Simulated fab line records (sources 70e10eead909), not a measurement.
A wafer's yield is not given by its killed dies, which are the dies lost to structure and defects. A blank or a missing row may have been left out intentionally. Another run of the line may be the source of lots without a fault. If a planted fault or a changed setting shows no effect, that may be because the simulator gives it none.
The tool behind it: which one? ; flow nand_harc ; 12 lots with 36 wafers sampled at 6 steps, on a route of 1302 steps

## WHAT THE GAUGES READ, wafer by wafer
NHARC_A_ONON_D1_THK_MEAS_11: measures by ellipsometry. Usual: thk_nm 1002 nm, standard deviation 7.9.
lot;measured;on;thk_nm (nm);flag
L124;day 8 00:31;film_metro-02;1006 1007 1007;
L126;day 8 14:11;film_metro-01;1007 1007 1009;
L127;day 9 03:32;film_metro-01;1001 999 1001;
L131;day 10 09:31;film_metro-02;996 995 995;
L134;day 12 03:59;film_metro-02;1523 1524 1521;OFF
L135;day 12 09:43;film_metro-02;1502 1502 1502;OFF
L142;day 15 17:07;film_metro-01;995 994 995;
L143;day 16 01:49;film_metro-01;981 981 980;
L144;day 16 08:05;film_metro-01;999 1001 1001;
L145;day 16 19:47;film_metro-01;1007 1004 1004;
L146;day 16 23:25;film_metro-01;1002 1002 1002;
L147;day 17 11:15;film_metro-02;1009 1009 1008;

NHARC_END_SORT_01. Usual: killed_at_array 49, standard deviation 19; killed_at_other 0.9, standard deviation 1.1; killed_at_periphery 4.0, standard deviation 2.7; killed_dies 54, standard deviation 19; killed_open 3.3, standard deviation 1.8; killed_short 2.6, standard deviation 1.6.
lot;measured;on;killed_at_array;killed_at_other;killed_at_periphery;killed_dies;killed_open;killed_short;flag
L134;day 29 13:35;prober-01;667 675 675;5 1 1;5 1 1;677 677 677;2 3 1;5 4 4;OFF
L135;day 28 22:21;prober-02;671 668 674;2 0 0;4 9 3;677 677 677;2 2 3;3 1 0;OFF

## TOOL THAT RAN EACH LOT (tool first, then ch and the chambers of the sampled wafers, then the start)
lot;NHARC_A_ZERO_WELL_DESCUM_12;NHARC_A_ZERO_WELL_ETCH_19;NHARC_A_ONON_D1_DEP_09;NHARC_A_CHANNEL_HOLE_D1_DEP_00
L124;rie_diel-12 ch 0,2,3, day 6 23:49;rie_diel-12 ch 0,1,3, day 6 23:53;pecvd_onon-04 ch 0, day 8 00:07;acl_dep-01 ch 0, day 8 12:22
L126;rie_diel-12 ch 1,3, day 7 13:55;rie_diel-12 ch 1,2,3, day 7 13:59;pecvd_onon-04 ch 0, day 8 13:47;acl_dep-01 ch 0, day 9 09:25
L127;rie_diel-04 ch 0,1,2, day 8 03:35;rie_diel-04 ch 1,2,3, day 8 03:41;pecvd_onon-03 ch 0, day 9 03:02;acl_dep-02 ch 0, day 9 18:50
L131;rie_diel-04 ch 0,1,2, day 9 11:46;rie_diel-04 ch 0,1,2, day 9 11:52;pecvd_onon-03 ch 0, day 10 09:00;acl_dep-02 ch 0, day 10 23:00
L134;rie_diel-12 ch 1,2,3, day 11 04:41;rie_diel-12 ch 1,2,3, day 11 04:46;pecvd_onon-02 ch 0, day 12 03:29;-
L135;rie_diel-08 ch 0,3, day 11 10:13;rie_diel-08 ch 1,2,3, day 11 10:18;pecvd_onon-02 ch 0, day 12 09:13;-
L142;rie_diel-12 ch 0,1,3, day 14 14:26;rie_diel-12 ch 0,1,2, day 14 14:32;pecvd_onon-04 ch 0, day 15 16:36;acl_dep-02 ch 0, day 16 04:09
L143;rie_diel-12 ch 0,2,3, day 15 00:49;rie_diel-12 ch 0,2,3, day 15 00:55;pecvd_onon-04 ch 0, day 16 01:22;acl_dep-02 ch 0, day 16 19:47
L144;rie_diel-12 ch 0,1,3, day 15 08:10;rie_diel-12 ch 0,2,3, day 15 08:14;pecvd_onon-03 ch 0, day 16 07:34;acl_dep-02 ch 0, day 17 02:13
L145;rie_diel-12 ch 0,1, day 15 20:14;rie_diel-12 ch 0,3, day 15 20:18;pecvd_onon-02 ch 0, day 16 19:17;acl_dep-01 ch 0, day 17 09:05
L146;rie_diel-12 ch 0,1,2, day 15 23:26;rie_diel-12 ch 0,1,2, day 15 23:31;pecvd_onon-03 ch 0, day 16 22:55;acl_dep-03 ch 0, day 17 14:55
L147;rie_diel-12 ch 1,2, day 16 11:32;rie_diel-12 ch 0,1,3, day 16 11:38;pecvd_onon-02 ch 0, day 17 10:51;acl_dep-02 ch 0, day 17 23:13
- NHARC_A_ZERO_WELL_DESCUM_12: chemistry O2, time 3 s.
- NHARC_A_ZERO_WELL_ETCH_19: etches the open film in N2/H2, target depth 80 nm, overetch 24 nm, time 87.88 s.
- NHARC_A_ONON_D1_DEP_09: target thk 1000 nm.
- NHARC_A_CHANNEL_HOLE_D1_DEP_00: deposits aC, target thk 3100 nm.

## AS READ BY THE TOOLS THEMSELVES (means over the sampled wafers that have a number; for cases with no such wafer, the mark the record gives instead)
NHARC_A_ZERO_WELL_DESCUM_12. Usual: drypump_motor_current_A 5.6 A, standard deviation 0.51; mfc_ar_sccm 0.008 sccm, standard deviation 0.0094; oes_product_au 1.000 a.u., standard deviation 0.0077; rf_vpp_V 57.9 V, standard deviation 0.96; showerhead_plenum_p_Torr 1.93 Torr, standard deviation 0.081; throttle_valve_pct 11.311 %, standard deviation 0.0097.
lot;tool;drypump_motor_current_A (A);mfc_ar_sccm (sccm);oes_product_au (a.u.);rf_vpp_V (V);showerhead_plenum_p_Torr (Torr);throttle_valve_pct (%);flag
L124;rie_diel-12;5.5;0.003;1.012;57.9;1.95;11.306;
L126;rie_diel-12;5.2;0.009;0.997;58.1;1.96;11.315;
L127;rie_diel-04;5.8;0.012;1.008;57.4;1.88;11.308;
L131;rie_diel-04;5.7;0.012;1.002;57.2;1.88;11.307;
L134;rie_diel-12;5.6;0.007;1.000;57.9;1.92;11.310;
L135;rie_diel-08;5.4;0.008;1.000;58.0;1.92;11.304;
L142;rie_diel-12;5.1;0.005;0.998;57.4;1.98;11.307;
L143;rie_diel-12;5.5;0.003;1.005;57.4;1.95;11.307;
L144;rie_diel-12;5.1;0.005;0.994;57.8;1.98;11.308;
L145;rie_diel-12;5.2;0.005;0.988;58.1;2.00;11.312;
L146;rie_diel-12;5.6;0.007;0.998;57.4;1.94;11.316;
L147;rie_diel-12;6.0;0.010;1.003;58.4;1.87;11.314;

NHARC_A_ZERO_WELL_ETCH_19. Usual: drypump_motor_current_A 5.5 A, standard deviation 0.5; mfc_ar_sccm 0.007 sccm, standard deviation 0.0098; oes_product_au 1.002 a.u., standard deviation 0.0083; rf_vpp_V 431.3 V, standard deviation 2.6; showerhead_plenum_p_Torr 2.07 Torr, standard deviation 0.091; throttle_valve_pct 14.170 %, standard deviation 0.0093.
lot;tool;drypump_motor_current_A (A);mfc_ar_sccm (sccm);oes_product_au (a.u.);rf_vpp_V (V);showerhead_plenum_p_Torr (Torr);throttle_valve_pct (%);flag
L124;rie_diel-12;5.1;0.005;1.008;432.6;2.12;14.167;
L126;rie_diel-12;5.6;0.007;1.011;430.5;2.05;14.170;
L127;rie_diel-04;5.7;0.003;1.001;432.3;2.10;14.165;
L131;rie_diel-04;5.8;0.012;0.992;429.8;2.01;14.170;
L134;rie_diel-12;5.5;0.007;1.001;431.1;2.05;14.166;
L135;rie_diel-08;5.8;0.006;1.012;430.9;2.06;14.172;
L142;rie_diel-12;5.6;0.007;1.011;431.1;2.07;14.169;
L143;rie_diel-12;5.5;0.003;0.995;431.3;2.08;14.164;
L144;rie_diel-12;5.5;0.003;0.995;431.8;2.08;14.168;
L145;rie_diel-12;5.1;0.000;0.999;434.2;2.15;14.176;
L146;rie_diel-12;5.6;0.007;1.008;431.5;2.07;14.161;
L147;rie_diel-12;5.1;0.005;0.998;432.3;2.12;14.170;

NHARC_A_CHANNEL_HOLE_D1_DEP_00. Usual: throttle_valve_pct 34.999 %, standard deviation 0.0088.
lot;tool;throttle_valve_pct (%);flag
L124;acl_dep-01;35.006;
L126;acl_dep-01;35.001;
L127;acl_dep-02;35.006;
L131;acl_dep-02;35.001;
L142;acl_dep-02;34.998;
L143;acl_dep-02;34.990;
L144;acl_dep-02;35.001;
L145;acl_dep-01;34.992;
L146;acl_dep-03;34.994;
L147;acl_dep-02;35.005;

## THE ANSWER, worked out from the rows above alone
Rule: lot off if the mean of its wafers having a number is beyond 3 standard deviations from the usual mean. Also off: a lot with no number at a reading for which 4 or more lots have one. The other lots that the step has rows for count as sound. The gauges are gone through in route order, then the tools' own readings, and for those a lot's mean is taken as printed above. At the first step where some lot is off, the reading lying furthest off is the one used; lots without a number count as furthest.
Off, at NHARC_A_ONON_D1_THK_MEAS_11 on thk_nm: L134, L135.
A tool fits if, at a process step before that reading, it ran every lot that is off, and no sound lot after the first of them. Not tried: the gauges at NHARC_A_ONON_D1_THK_MEAS_11; whatever is off there is also off at NHARC_END_SORT_01, on other tools, and gauge error can't account for it. Not one of the candidates tried fits.

## WHAT THE SIMULATOR PUT IN
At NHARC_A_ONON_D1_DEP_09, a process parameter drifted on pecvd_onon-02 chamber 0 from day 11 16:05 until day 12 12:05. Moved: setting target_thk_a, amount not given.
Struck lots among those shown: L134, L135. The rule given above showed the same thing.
